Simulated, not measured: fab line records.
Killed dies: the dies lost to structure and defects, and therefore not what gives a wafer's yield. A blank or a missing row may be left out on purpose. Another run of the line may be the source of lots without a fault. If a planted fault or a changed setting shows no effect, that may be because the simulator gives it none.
Chamber matching :: flow nand harc :: ald hk-02 running NHARC_A_CHANNEL_FILL_D1_ALD_25: 4 sister chambers
The step deposits SiOx, target thk 60 nm, pulse time 10 s, ald cycles 600. 4 wafers are shown with their chamber, then 7 later ones without.

EACH WAFER AND ITS CHAMBER
wafer: L089.2
chamber: 2
heater power w (W): 448

wafer: L091.5
chamber: 1
heater power w (W): 504

wafer: L092.1
chamber: 3
heater power w (W): 490

wafer: L092.2
chamber: 0
heater power w (W): 410

WAFERS MISSING THEIR CHAMBER
wafer: L092.4
heater power w (W): 433

wafer: L093.3
heater power w (W): 514

wafer: L093.5
heater power w (W): 508

wafer: L093.6
heater power w (W): 410

wafer: L097.2
heater power w (W): 476

wafer: L097.4
heater power w (W): 449

wafer: L097.1
heater power w (W): 496

WHICH CHAMBER EACH WENT THROUGH
wafer: L092.4
from the rows above: can't be placed: 2 or 0
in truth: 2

wafer: L093.3
from the rows above: can't be placed: 1 or 3
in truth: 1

wafer: L093.5
from the rows above: can't be placed: 1 or 3
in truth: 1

wafer: L093.6
from the rows above: 0
in truth: 0

wafer: L097.2
from the rows above: can't be placed: 3 or 1 or 2
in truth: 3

wafer: L097.4
from the rows above: 2
in truth: 2

wafer: L097.1
from the rows above: can't be placed: 3 or 1
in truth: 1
Correctly placed: 2 of 7. Can't be placed from these rows: 5 (the true chamber is among the candidates in 5). Number placed wrongly: 0.
How it was worked out, from the rows above alone: a wafer's distance from a chamber is the root of the sum, over the readings, of the square of ((its reading less the chamber's mean) divided by the reading's scatter). If the next closest chamber is less than 2 further off than the closest, the wafer can't be placed; otherwise it belongs to the closest. A chamber's mean is the mean of its shown wafers. The scatter: root of mean squared gap, hidden wafer to nearest shown wafer, with one shown wafer a chamber.
